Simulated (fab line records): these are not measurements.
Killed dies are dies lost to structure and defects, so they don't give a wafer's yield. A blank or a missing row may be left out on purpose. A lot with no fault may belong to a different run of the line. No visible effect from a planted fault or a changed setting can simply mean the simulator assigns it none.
Matching of chambers / flow n5-finfet / 4 sister chambers for N5_GATE_CUT_SAC_CAP_01 on ald-sin-02
The step material SiNx, target thk 24 nm, pulse time 1 s, ald cycles 480. 4 wafers are shown with their chamber, then 11 later ones without.

== WAFERS PAIRED WITH THEIR CHAMBERS ==
wafer=L080.2; chamber=0; heater-power-w (W)=711
wafer=L092.2; chamber=1; heater-power-w (W)=836
wafer=L092.3; chamber=2; heater-power-w (W)=845
wafer=L095.2; chamber=3; heater-power-w (W)=841

== WAFERS WHOSE CHAMBER IS MISSING ==
wafer=L095.3; heater-power-w (W)=837
wafer=L095.6; heater-power-w (W)=829
wafer=L096.1; heater-power-w (W)=815
wafer=L096.2; heater-power-w (W)=853
wafer=L096.3; heater-power-w (W)=855
wafer=L096.4; heater-power-w (W)=713
wafer=L096.5; heater-power-w (W)=857
wafer=L096.6; heater-power-w (W)=700
wafer=L097.3; heater-power-w (W)=838
wafer=L097.5; heater-power-w (W)=705
wafer=L097.6; heater-power-w (W)=815

== WHICH CHAMBER EACH WENT THROUGH ==
wafer=L095.3; from the rows above=can't be placed: 1 or 3 or 2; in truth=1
wafer=L095.6; from the rows above=can't be placed: 1 or 3 or 2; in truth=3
wafer=L096.1; from the rows above=can't be placed: 1 or 3 or 2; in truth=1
wafer=L096.2; from the rows above=can't be placed: 2 or 3 or 1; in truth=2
wafer=L096.3; from the rows above=can't be placed: 2 or 3 or 1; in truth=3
wafer=L096.4; from the rows above=0; in truth=0
wafer=L096.5; from the rows above=can't be placed: 2 or 3 or 1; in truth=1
wafer=L096.6; from the rows above=0; in truth=0
wafer=L097.3; from the rows above=can't be placed: 1 or 3 or 2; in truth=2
wafer=L097.5; from the rows above=0; in truth=0
wafer=L097.6; from the rows above=can't be placed: 1 or 3 or 2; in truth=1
3 of 11 placed correctly. These rows do not allow placing 8 (true chamber among the candidates in 8). Number placed wrongly: 0.
How it was worked out, from the rows above alone: a wafer's distance from a chamber is the root of the sum, over the readings, of the square of ((its reading less the chamber's mean) divided by the reading's scatter). The wafer belongs to the nearest chamber; if the next one is less than 2 further off, it can't be placed. For every chamber, the mean is computed from those of its wafers that are shown. The scatter: root of mean squared gap, hidden wafer to nearest shown wafer, with one shown wafer a chamber.
